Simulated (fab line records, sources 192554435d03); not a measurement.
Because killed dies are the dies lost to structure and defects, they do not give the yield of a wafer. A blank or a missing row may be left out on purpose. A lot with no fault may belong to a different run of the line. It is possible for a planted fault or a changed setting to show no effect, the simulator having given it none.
Which tool was responsible? :: flow n5_finfet :: 11 lots, 33 wafers sampled, at 5 steps of a route of 1938

WHAT THE GAUGES SHOWED, per wafer
N5_PASSIVATION_OVL_MEAS_60.
lot: L215
measured: day 13 03:40
on: overlay-02
TV_OVL (nm): -9 -7 1

lot: L216
measured: day 13 07:57
on: overlay-02
TV_OVL (nm): -11 -6 -1

lot: L220
measured: day 13 19:52
on: overlay-01
TV_OVL (nm): -6 -3 -1

lot: L219
measured: day 13 20:02
on: overlay-01
TV_OVL (nm): 0 -4 -1

lot: L221
measured: day 13 23:58
on: overlay-02
TV_OVL (nm): 1 -2 -2

lot: L222
measured: day 14 04:10
on: overlay-02
TV_OVL (nm): -6 -3 -7

lot: L223
measured: day 14 16:49
on: overlay-02
TV_OVL (nm): 234 231 240

lot: L224
measured: day 15 02:52
on: overlay-01
TV_OVL (nm): 239 242 243

lot: L225
measured: day 15 17:23
on: overlay-02
TV_OVL (nm): 237 231 237

lot: L226
measured: day 15 18:59
on: overlay-02
TV_OVL (nm): 235 230 236

lot: L231
measured: day 16 23:03
on: overlay-01
TV_OVL (nm): -9 -5 -8

EACH LOT AND THE TOOL THAT RAN IT (in order: tool; ch and the chambers of the sampled wafers; start)
lot: L215
N5_BEOL_M15_ANNEAL_48: rtp_anneal-01 ch 0, day 12 20:30
N5_MIM_TOP_DEGAS_04: pvd_sputter-01, day 13 00:38
N5_MIM_BOT_ETCH_STRIP_01: rie_diel-02 ch 0,2, day 13 02:40
N5_PASSIVATION_EXPOSE_07: krf_scanner-02 ch 0, day 13 03:28

lot: L216
N5_BEOL_M15_ANNEAL_48: rtp_anneal-01 ch 0, day 12 21:02
N5_MIM_TOP_DEGAS_04: pvd_sputter-03, day 13 02:03
N5_MIM_BOT_ETCH_STRIP_01: rie_diel-02 ch 0,2,3, day 13 04:12
N5_PASSIVATION_EXPOSE_07: krf_scanner-02 ch 0, day 13 07:44

lot: L220
N5_BEOL_M15_ANNEAL_48: rtp_anneal-02 ch 0, day 13 11:18
N5_MIM_TOP_DEGAS_04: pvd_sputter-03, day 13 15:01
N5_MIM_BOT_ETCH_STRIP_01: rie_diel-02 ch 0,1,2, day 13 16:55
N5_PASSIVATION_EXPOSE_07: krf_scanner-02 ch 0, day 13 19:40

lot: L219
N5_BEOL_M15_ANNEAL_48: rtp_anneal-01 ch 0, day 13 11:20
N5_MIM_TOP_DEGAS_04: pvd_sputter-03, day 13 15:13
N5_MIM_BOT_ETCH_STRIP_01: rie_diel-06 ch 0,3, day 13 17:19
N5_PASSIVATION_EXPOSE_07: krf_scanner-01 ch 0, day 13 19:50

lot: L221
N5_BEOL_M15_ANNEAL_48: rtp_anneal-01 ch 0, day 13 15:58
N5_MIM_TOP_DEGAS_04: pvd_sputter-03, day 13 19:49
N5_MIM_BOT_ETCH_STRIP_01: rie_diel-06 ch 1,2, day 13 21:35
N5_PASSIVATION_EXPOSE_07: krf_scanner-02 ch 0, day 13 23:46

lot: L222
N5_BEOL_M15_ANNEAL_48: rtp_anneal-02 ch 0, day 13 21:02
N5_MIM_TOP_DEGAS_04: pvd_sputter-01, day 14 01:08
N5_MIM_BOT_ETCH_STRIP_01: rie_diel-04 ch 1,2,3, day 14 02:46
N5_PASSIVATION_EXPOSE_07: krf_scanner-02 ch 0, day 14 03:58

lot: L223
N5_BEOL_M15_ANNEAL_48: rtp_anneal-01 ch 0, day 14 07:42
N5_MIM_TOP_DEGAS_04: pvd_sputter-02, day 14 13:11
N5_MIM_BOT_ETCH_STRIP_01: rie_diel-06 ch 0,2,3, day 14 14:49
N5_PASSIVATION_EXPOSE_07: krf_scanner-02 ch 0, day 14 16:37

lot: L224
N5_BEOL_M15_ANNEAL_48: rtp_anneal-02 ch 0, day 14 19:10
N5_MIM_TOP_DEGAS_04: pvd_sputter-03, day 14 23:32
N5_MIM_BOT_ETCH_STRIP_01: rie_diel-02 ch 2,3, day 15 01:33
N5_PASSIVATION_EXPOSE_07: krf_scanner-02 ch 0, day 15 02:40

lot: L225
N5_BEOL_M15_ANNEAL_48: rtp_anneal-02 ch 0, day 15 10:16
N5_MIM_TOP_DEGAS_04: pvd_sputter-02, day 15 14:13
N5_MIM_BOT_ETCH_STRIP_01: rie_diel-06 ch 1,2, day 15 16:20
N5_PASSIVATION_EXPOSE_07: krf_scanner-02 ch 0, day 15 17:11

lot: L226
N5_BEOL_M15_ANNEAL_48: rtp_anneal-01 ch 0, day 15 11:29
N5_MIM_TOP_DEGAS_04: pvd_sputter-03, day 15 15:19
N5_MIM_BOT_ETCH_STRIP_01: rie_diel-06 ch 1,3, day 15 17:08
N5_PASSIVATION_EXPOSE_07: krf_scanner-02 ch 0, day 15 18:47

lot: L231
N5_BEOL_M15_ANNEAL_48: rtp_anneal-02 ch 0, day 16 16:16
N5_MIM_TOP_DEGAS_04: pvd_sputter-01, day 16 19:45
N5_MIM_BOT_ETCH_STRIP_01: rie_diel-06 ch 0,1,2, day 16 21:32
N5_PASSIVATION_EXPOSE_07: krf_scanner-01 ch 0, day 16 22:51
- N5_BEOL_M15_ANNEAL_48: time 90 s.
- N5_MIM_TOP_DEGAS_04: time 60 s.
- N5_MIM_BOT_ETCH_STRIP_01: strips in O2.
- N5_PASSIVATION_EXPOSE_07: exposes mask TV, defocus 0 nm, target cd 3000 nm.

WHAT THE TOOLS THEMSELVES READ (means of the sampled wafers that have a number; where no wafer has one, the mark that the record gives instead)
N5_BEOL_M15_ANNEAL_48.
lot: L215
tool: rtp_anneal-01
anneal_temp_c_max: 225.57
wafer_temp_C_max: 225.81

lot: L216
tool: rtp_anneal-01
anneal_temp_c_max: 225.70
wafer_temp_C_max: 226.07

lot: L220
tool: rtp_anneal-02
anneal_temp_c_max: 226.07
wafer_temp_C_max: 225.91

lot: L219
tool: rtp_anneal-01
anneal_temp_c_max: 225.71
wafer_temp_C_max: 225.77

lot: L221
tool: rtp_anneal-01
anneal_temp_c_max: 225.58
wafer_temp_C_max: 225.82

lot: L222
tool: rtp_anneal-02
anneal_temp_c_max: 225.96
wafer_temp_C_max: 226.14

lot: L223
tool: rtp_anneal-01
anneal_temp_c_max: 225.58
wafer_temp_C_max: 225.86

lot: L224
tool: rtp_anneal-02
anneal_temp_c_max: 225.84
wafer_temp_C_max: 226.14

lot: L225
tool: rtp_anneal-02
anneal_temp_c_max: 226.08
wafer_temp_C_max: 225.96

lot: L226
tool: rtp_anneal-01
anneal_temp_c_max: 225.50
wafer_temp_C_max: 225.90

lot: L231
tool: rtp_anneal-02
anneal_temp_c_max: 226.06
wafer_temp_C_max: 225.61

N5_MIM_TOP_DEGAS_04.
lot: L215
tool: pvd_sputter-01
heater_power_w (W): 419

lot: L216
tool: pvd_sputter-03
heater_power_w (W): 501

lot: L220
tool: pvd_sputter-03
heater_power_w (W): 468

lot: L219
tool: pvd_sputter-03
heater_power_w (W): 441

lot: L221
tool: pvd_sputter-03
heater_power_w (W): 446

lot: L222
tool: pvd_sputter-01
heater_power_w (W): 527

lot: L223
tool: pvd_sputter-02
heater_power_w (W): 433

lot: L224
tool: pvd_sputter-03
heater_power_w (W): 450

lot: L225
tool: pvd_sputter-02
heater_power_w (W): 499

lot: L226
tool: pvd_sputter-03
heater_power_w (W): 424

lot: L231
tool: pvd_sputter-01
heater_power_w (W): 466

N5_MIM_BOT_ETCH_STRIP_01.
lot: L215
tool: rie_diel-02
drypump_motor_current_A (A): 5.7
oes_product_au (a.u.): 0.81
rf_vpp_V (V): 3.3
showerhead_plenum_p_Torr (Torr): 2.06
throttle_valve_pct (%): 16.47

lot: L216
tool: rie_diel-02
drypump_motor_current_A (A): 5.6
oes_product_au (a.u.): 0.85
rf_vpp_V (V): 3.0
showerhead_plenum_p_Torr (Torr): 2.06
throttle_valve_pct (%): 16.63

lot: L220
tool: rie_diel-02
drypump_motor_current_A (A): 5.7
oes_product_au (a.u.): 0.86
rf_vpp_V (V): 2.7
showerhead_plenum_p_Torr (Torr): 2.09
throttle_valve_pct (%): 16.55

lot: L219
tool: rie_diel-06
drypump_motor_current_A (A): 6.2
oes_product_au (a.u.): 0.74
rf_vpp_V (V): 3.8
showerhead_plenum_p_Torr (Torr): 2.03
throttle_valve_pct (%): 16.52

lot: L221
tool: rie_diel-06
drypump_motor_current_A (A): 5.8
oes_product_au (a.u.): 0.71
rf_vpp_V (V): 3.1
showerhead_plenum_p_Torr (Torr): 2.12
throttle_valve_pct (%): 16.97

lot: L222
tool: rie_diel-04
drypump_motor_current_A (A): 5.9
oes_product_au (a.u.): 0.82
rf_vpp_V (V): 2.8
showerhead_plenum_p_Torr (Torr): 2.09
throttle_valve_pct (%): 16.69

lot: L223
tool: rie_diel-06
drypump_motor_current_A (A): 5.9
oes_product_au (a.u.): 0.72
rf_vpp_V (V): 3.9
showerhead_plenum_p_Torr (Torr): 2.03
throttle_valve_pct (%): 16.62

lot: L224
tool: rie_diel-02
drypump_motor_current_A (A): 5.6
oes_product_au (a.u.): 0.85
rf_vpp_V (V): 4.1
showerhead_plenum_p_Torr (Torr): 2.06
throttle_valve_pct (%): 16.79

lot: L225
tool: rie_diel-06
drypump_motor_current_A (A): 5.9
oes_product_au (a.u.): 0.69
rf_vpp_V (V): 4.1
showerhead_plenum_p_Torr (Torr): 2.05
throttle_valve_pct (%): 16.83

lot: L226
tool: rie_diel-06
drypump_motor_current_A (A): 5.4
oes_product_au (a.u.): 0.70
rf_vpp_V (V): 3.8
showerhead_plenum_p_Torr (Torr): 2.14
throttle_valve_pct (%): 17.03

lot: L231
tool: rie_diel-06
drypump_motor_current_A (A): 6.2
oes_product_au (a.u.): 0.69
rf_vpp_V (V): 3.9
showerhead_plenum_p_Torr (Torr): 2.05
throttle_valve_pct (%): 16.80

THE ANSWER, worked out from the rows above alone
Rule: what is usual is taken from the lots themselves. Put in order of their means at a reading, lots are off if they are a third of the lots or fewer, leave a main group of 4 or more, and stand apart from it by a gap of 3 or more times the standard deviation of the main group's means; of several such gaps the widest counts. A main group whose means are all the same, to the digits that the tables above print for the reading, isn't used. Also off: a lot with no number at a reading for which 4 or more lots have one. The other lots that the step has rows for count as sound. After the gauges, taken in route order, come the tools' own readings; for these a lot's mean is taken, as printed above. At the first step where some lot is off, the reading lying furthest off is the one used; lots without a number count as furthest.
Across all readings shown, no lot is off: no conclusion can be drawn from this.

WHAT THE SIMULATOR PUT IN
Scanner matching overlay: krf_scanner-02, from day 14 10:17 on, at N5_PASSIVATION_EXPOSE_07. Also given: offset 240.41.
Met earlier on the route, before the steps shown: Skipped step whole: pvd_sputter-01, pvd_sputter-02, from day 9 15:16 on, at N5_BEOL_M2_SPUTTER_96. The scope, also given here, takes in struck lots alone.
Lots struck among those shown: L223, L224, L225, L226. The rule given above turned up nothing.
